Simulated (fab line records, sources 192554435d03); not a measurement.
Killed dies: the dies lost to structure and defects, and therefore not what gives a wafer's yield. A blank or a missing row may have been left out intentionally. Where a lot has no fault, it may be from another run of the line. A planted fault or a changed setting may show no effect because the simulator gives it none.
Chamber matching ; flow n5_finfet ; N5_ILD0_CMP_03 on cmp-01: 4 sister chambers
The step polishes, stops on SiNx, t overpolish 1.9 s, target thk 197.38 nm. 27 wafers are shown with their chamber, then 12 later ones without.

## WAFERS WITH THEIR CHAMBER
wafer;chamber;motor_current_A (A);time_to_endpoint_s (s);overpolish_run_s (s)
L074.3;3;11.5;66;1.894
L074.5;1;12.9;72;1.894
L074.6;0;11.3;76;1.902
L076.3;0;12.8;84;1.890
L076.4;1;12.6;76;1.908
L076.6;2;11.6;76;1.907
L077.2;0;11.9;84;1.903
L077.5;3;12.0;78;1.919
L077.6;2;12.1;77;1.895
L080.1;2;11.8;75;1.917
L080.2;3;12.2;80;1.904
L080.4;0;12.5;82;1.884
L085.2;2;12.1;69;1.896
L085.4;1;12.5;69;1.899
L085.5;2;11.9;66;1.908
L088.1;3;11.5;70;1.908
L088.3;0;12.2;77;1.901
L088.5;1;13.1;71;1.894
L089.1;1;13.2;70;1.907
L089.5;1;13.0;70;1.908
L089.6;2;11.7;68;1.912
L090.2;2;11.2;65;1.893
L090.5;0;12.4;71;1.906
L090.6;3;11.8;68;1.891
L091.1;3;11.8;69;1.902
L091.2;0;12.4;76;1.900
L091.6;3;12.2;68;1.910

SIGNATURES, as means of the wafers listed above
reading;chamber 0;chamber 1;chamber 2;chamber 3;scatter within a chamber
motor_current_A;12.214;12.883;11.771;11.857;0.357
time_to_endpoint_s;78.57;71.33;70.86;71.29;4.68
overpolish_run_s;1.89800;1.90167;1.90400;1.90400;0.00856
Rule: a wafer lies at a distance from a chamber equal to the root of the sum of squares, over the readings, of (its reading less the chamber's mean, divided by the reading's scatter). If the next closest chamber is less than 2 further off than the closest, the wafer can't be placed; otherwise it belongs to the closest. The scatter: take each reading less its chamber's mean, square it, sum over the shown wafers, divide by the number of wafers less the number of chambers, and take the root.

## WAFERS WHOSE CHAMBER IS MISSING
wafer;motor_current_A (A);time_to_endpoint_s (s);overpolish_run_s (s)
L092.1;12.4;75;1.909
L092.3;11.4;70;1.884
L092.4;12.2;72;1.896
L093.2;11.6;73;1.898
L093.4;12.5;75;1.923
L093.5;12.5;75;1.907
L096.2;13.2;65;1.903
L096.4;12.2;71;1.908
L096.5;13.3;65;1.892
L097.1;12.3;68;1.912
L097.3;13.0;60;1.898
L097.5;12.3;64;1.914

## THE CHAMBER EACH PASSED THROUGH
wafer;from the rows above;in truth
L092.1;can't be placed: 0 or 1 or 3 or 2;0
L092.3;can't be placed: 2 or 3 or 0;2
L092.4;can't be placed: 3 or 0 or 2 or 1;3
L093.2;can't be placed: 2 or 3 or 0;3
L093.4;can't be placed: 1 or 3 or 0 or 2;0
L093.5;can't be placed: 1 or 0 or 3 or 2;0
L096.2;1;1
L096.4;can't be placed: 3 or 2 or 0 or 1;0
L096.5;1;1
L097.1;can't be placed: 3 or 2 or 1 or 0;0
L097.3;can't be placed: 1 or 3 or 2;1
L097.5;can't be placed: 3 or 2 or 1 or 0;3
Correctly placed: 2 of 12. Not placeable from these rows: 10 (in 10, the candidates include the true chamber). Number placed wrongly: 0.
